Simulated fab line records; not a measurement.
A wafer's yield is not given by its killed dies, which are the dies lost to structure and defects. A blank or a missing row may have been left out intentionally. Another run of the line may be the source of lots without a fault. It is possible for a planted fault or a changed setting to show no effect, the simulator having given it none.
Comparing a struck lot with a sound one + flow n5Finfet + 39 out of 1938 route steps
Sound: the wafers L558.1, L558.3, L558.5. The struck wafers were L566.1, L566.4, L566.6. Last of all comes the cause.
At each step with rows: each side's tool, then ch and its chambers, then its first start. Under that, the readings that differ: sound wafers + struck wafers + difference of the means + sigmas: that difference in standard deviations of wafers without a fault.
alike: readings with means less than 2 such deviations apart, plus words and numbers identical on both sides. not compared: withheld readings, readings lacking a value on some wafer, bounds such as >300 that could conceal the same value, and numbers that have no deviation in the record and whose values overlap.
A row with sigmas, a row that says differs or no value, or rows on one side alone: a step with any of these is where the two part. Numbers that have no deviation but don't overlap get no sigmas and don't part them. A reading missing from all wafers of one side parts the sides only when that side holds two or more wafers.

first, 9 steps without rows for these wafers: N5_GATE_CUT_CMP_23 (polishes, stops on SiO2, t overpolish 23.4 s, target thk 16 nm); N5_GATE_CUT_CMP_43 (polishes SiO2); N5_GATE_CUT_CMP_61 (polishes, stops on SiNx, t overpolish 3 s); N5_MOL_CONTACT_COAG_COAT_103 (time 60 s, resist thk 80 nm); N5_MOL_CONTACT_COAG_COAT_104 (time 60 s, resist thk 12 nm); N5_MOL_CONTACT_COAG_COAT_58 (time 60 s, resist thk 10 nm); N5_MOL_CONTACT_COAG_COAT_02 (resist thk 30 nm); N5_MOL_CONTACT_COAG_EBR_04; N5_MOL_CONTACT_COAG_SOFTBAKE_03 (time 60 s).
N5_MOL_CONTACT_COAG_EXPOSE_05: exposes mask CA, defocus 0 nm.
  sound on euvScanner-02 ch 0, day 8 08:17; struck on euvScanner-01 ch 0, day 9 20:39
| reading           | sound             | struck            | difference | sigmas |
|-------------------|-------------------|-------------------|------------|--------|
| exposureDoseMJCm2 | 38.58 38.54 38.58 | 33.69 33.75 33.74 | -4.84      | -23    |
  alike: mask
then, 2 steps without rows for these wafers: N5_MOL_CONTACT_COAG_PEB_06 (peb time 60 s); N5_MOL_CONTACT_COAG_DEVELOP_07 (develop time 30 s).
N5_MOL_CONTACT_COAG_CD_MEAS_08: the cd target is 28 nm.
  sound on cdSem-03 ch 0, day 8 08:25; struck on cdSem-02 ch 0, day 9 20:47
| reading   | sound             | struck            | difference | sigmas |
|-----------|-------------------|-------------------|------------|--------|
| cdNm (nm) | 28.54 28.16 27.62 | 25.06 25.15 25.03 | -3.03      | -11    |
then, 1 step without rows for these wafers: N5_MOL_CONTACT_COAG_DESCUM_13 (chemistry O2, time 7 s).
N5_MOL_CONTACT_COAG_ETCH_59: etches underlayer in N2/H2, target depth 13 nm, time 10.4 s.
  sound on rieDiel-03 ch 0,1,2, day 8 08:34; struck on rieDiel-03 ch 0,1,2, day 9 20:56
| reading                                | sound             | struck            | difference | sigmas |
|----------------------------------------|-------------------|-------------------|------------|--------|
| rfFwdPowerW (W)                        | 819.9 815.4 817.8 | 823.5 820.8 826.3 | +5.8       | +2     |
| model.MOL_CONTACT_COAG.cdOffsetNm (nm) | 0.2 0 0.2         | -2.6 -2.8 -3      | -2.9       |        |
  alike: drypumpMotorCurrentA, etchRfOnTimeS, oesProductAu, rfVppV, showerheadPlenumPTorr, throttleValvePct
  not compared: rfHoursCounterH
then, 7 steps without rows for these wafers: N5_MOL_CONTACT_COAG_ETCH_105 (etches SiARC in CF4, target depth 15.6 nm, time 26 s); N5_MOL_CONTACT_COAG_ETCH_106 (etches SOC in N2/H2, target depth 80 nm, overetch 16 nm, time 120 s); N5_MOL_CONTACT_COAG_STRIP_107 (strips in N2/H2); N5_MOL_CONTACT_COAG_STRIP_108 (strips in N2/H2); N5_MOL_CONTACT_COAG_CONTACT_ETCH_14 (etches SiO2 in C4F6/O2, target depth 27.5 nm, overetch 8.5 nm, time 20 s); N5_MOL_CONTACT_COAG_STRIP_109 (strips in C4F6/O2); N5_MOL_CONTACT_COAG_ETCH_15 (etches SiNx in CH3F/O2, stops on Si:P, target depth 7 nm).
N5_MOL_CONTACT_COAG_ETCH_110: etches Si in CF4/O2, target depth 2.5 nm, time 8 s.
  sound on rieDiel-03 ch 0,1,2, day 8 08:49; struck on rieDiel-03 ch 0,1,2, day 9 21:11
| reading                                | sound    | struck         | difference | sigmas |
|----------------------------------------|----------|----------------|------------|--------|
| model.MOL_CONTACT_COAG.cdOffsetNm (nm) | 0 0 -0.2 | -2.2 -2.6 -2.8 | -2.5       |        |
  alike: drypumpMotorCurrentA, oesProductAu, rfFwdPowerW, rfVppV, showerheadPlenumPTorr, throttleValvePct
  not compared: rfHoursCounterH
then, 1 step without rows for these wafers: N5_MOL_CONTACT_COAG_STRIP_98 (strips in N2/H2).
N5_MOL_CONTACT_COAG_CD_MEAS_99: the cd target is 17.2 nm.
  sound: cdSem-02 at day 8 08:56; struck: cdSem-02 at day 9 21:18
| reading   | sound          | struck         | difference | sigmas |
|-----------|----------------|----------------|------------|--------|
| cdNm (nm) | 17.2 17.2 16.8 | 14.9 14.1 14.3 | -2.6       | -6     |
then, 12 steps without rows for these wafers: N5_MOL_CONTACT_COAG_IMPLANT_129; N5_MOL_CONTACT_COAG_PRECLEAN_111 (cleans in NF3:NH3, afs cycles 1, time 20 s, sublimation time 60 s); N5_MOL_CONTACT_COAG_TI_SIL_19 (material Ti, target thk 4.2 nm, time 15 s); N5_MOL_CONTACT_COAG_ALD_20 (deposits TiN, target thk 1.5 nm, pulse time 1 s, purge time 3 s); N5_MOL_CONTACT_COAG_SIL_ANNEAL_21 (time 60 s); N5_MOL_CONTACT_COAG_PRE_CLEAN_141 (time 60 s); N5_MOL_CONTACT_COAG_SPUTTER_143 (material Co, target thk 2.5 nm); N5_MOL_CONTACT_COAG_CO_FILL_22 (material Co, precursor CCTBA/H2, target thk 20 nm); N5_MOL_CONTACT_COAG_ANNEAL_113 (time 300 s); N5_MOL_CONTACT_COAG_PRE_CLEAN_142 (time 60 s); N5_MOL_CONTACT_COAG_SPUTTER_130 (material Co, target thk 47.5 nm); N5_MOL_CONTACT_COAG_PRECLEAN_125 (cleans in DIW, time 57.5 s).
-- the record jumps here: 3 days lie between the struck wafers' starts before and after (it left off in module MOL_CONTACT_COAG and takes up again in module BEOL_M4, whose first step shown is number 1111 of the route) --
N5_BEOL_M4_RC_MEAS_101:
  sound on prober-01 ch 0, day 11 09:29; struck on prober-01 ch 0, day 12 12:34
| reading             | sound          | struck         | difference | sigmas |
|---------------------|----------------|----------------|------------|--------|
| RC_DENSE_N (ohm.um) | 19.3 19.7 19.9 | 23.6 24.7 25.1 | +4.8       | +7     |
| RC_DENSE_P (ohm.um) | 24.2 24.7 25.0 | 29.7 31.0 31.4 | +6.1       | +7     |
| RC_N (ohm.um)       | 15.9 16.2 16.0 | 19.0 20.1 20.4 | +3.8       | +7     |
| RC_P (ohm.um)       | 19.8 20.0 20.2 | 24.0 25.1 25.6 | +4.9       | +7     |
  alike: DIBL_N, DIBL_P, IOFF_N, IOFF_P, ION_N, ION_P, SS_N, SS_P, VT_N, VT_P
-- the record jumps here: 4 days lie between the struck wafers' starts before and after (it left off in module BEOL_M4 and takes up again in module PASSIVATION, whose first step shown is number 1936 of the route) --
N5_PASSIVATION_PROBE_49:
  only the struck wafers here have rows in the record (prober-02, day 16 19:20); the sound ones have none

== WHERE THEY PART ==
At N5_MOL_CONTACT_COAG_EXPOSE_05 first; at N5_PASSIVATION_PROBE_49 last (within this record only).

WHY: the cause the simulator had injected
Process parameter drift: euvScanner-01, from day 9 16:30 on, at N5_MOL_CONTACT_COAG_EXPOSE_05. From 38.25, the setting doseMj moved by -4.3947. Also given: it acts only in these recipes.
